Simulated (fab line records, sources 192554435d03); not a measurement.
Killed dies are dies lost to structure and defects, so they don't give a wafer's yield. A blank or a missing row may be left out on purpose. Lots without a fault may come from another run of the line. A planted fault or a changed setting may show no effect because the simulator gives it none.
Chamber matching | flow n5_finfet | N5_MOL_CONTACT_COAG_ETCH_106 on rie_diel-05: 4 sister chambers
The step etches SOC in N2/H2, target depth 80 nm, overetch 16 nm, time 120 s. 8 wafers are shown with their chamber, then 7 later ones without.

WAFERS WITH THEIR CHAMBER
wafer  | chamber | showerhead_plenum_p_Torr (Torr) | throttle_valve_pct (%)
L075.4 | 1       | 2.52                            | 18.15
L075.5 | 0       | 2.72                            | 17.75
L083.6 | 1       | 2.51                            | 18.20
L088.1 | 2       | 2.62                            | 17.37
L088.4 | 0       | 2.71                            | 17.77
L088.5 | 3       | 2.50                            | 17.58
L087.1 | 2       | 2.62                            | 17.37
L087.3 | 3       | 2.50                            | 17.57

WAFERS WITHOUT THEIR CHAMBER
wafer  | showerhead_plenum_p_Torr (Torr) | throttle_valve_pct (%)
L087.4 | 2.50                            | 17.56
L090.3 | 2.62                            | 17.37
L090.4 | 2.62                            | 17.37
L090.6 | 2.71                            | 17.78
L092.2 | 2.70                            | 17.80
L092.3 | 2.50                            | 17.57
L092.4 | 2.51                            | 17.76

WHICH CHAMBER EACH WENT THROUGH
wafer  | from the rows above | in truth
L087.4 | 3                   | 3
L090.3 | 2                   | 2
L090.4 | 2                   | 2
L090.6 | 0                   | 0
L092.2 | 0                   | 0
L092.3 | 3                   | 3
L092.4 | 3                   | 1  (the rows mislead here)
Placed correctly: 6 of 7. Can't be placed from these rows: 0. Placed wrongly: 1.
How it was worked out, from the rows above alone: a wafer's distance from a chamber is the root of the sum, over the readings, of the square of ((its reading less the chamber's mean) divided by the reading's scatter). The wafer belongs to the nearest chamber; if the next one is less than 2 further off, it can't be placed. A chamber's mean is the mean of its shown wafers. The scatter: the root of (the sum of the squares of (reading less its chamber's mean) over the shown wafers, divided by (wafers less chambers)).
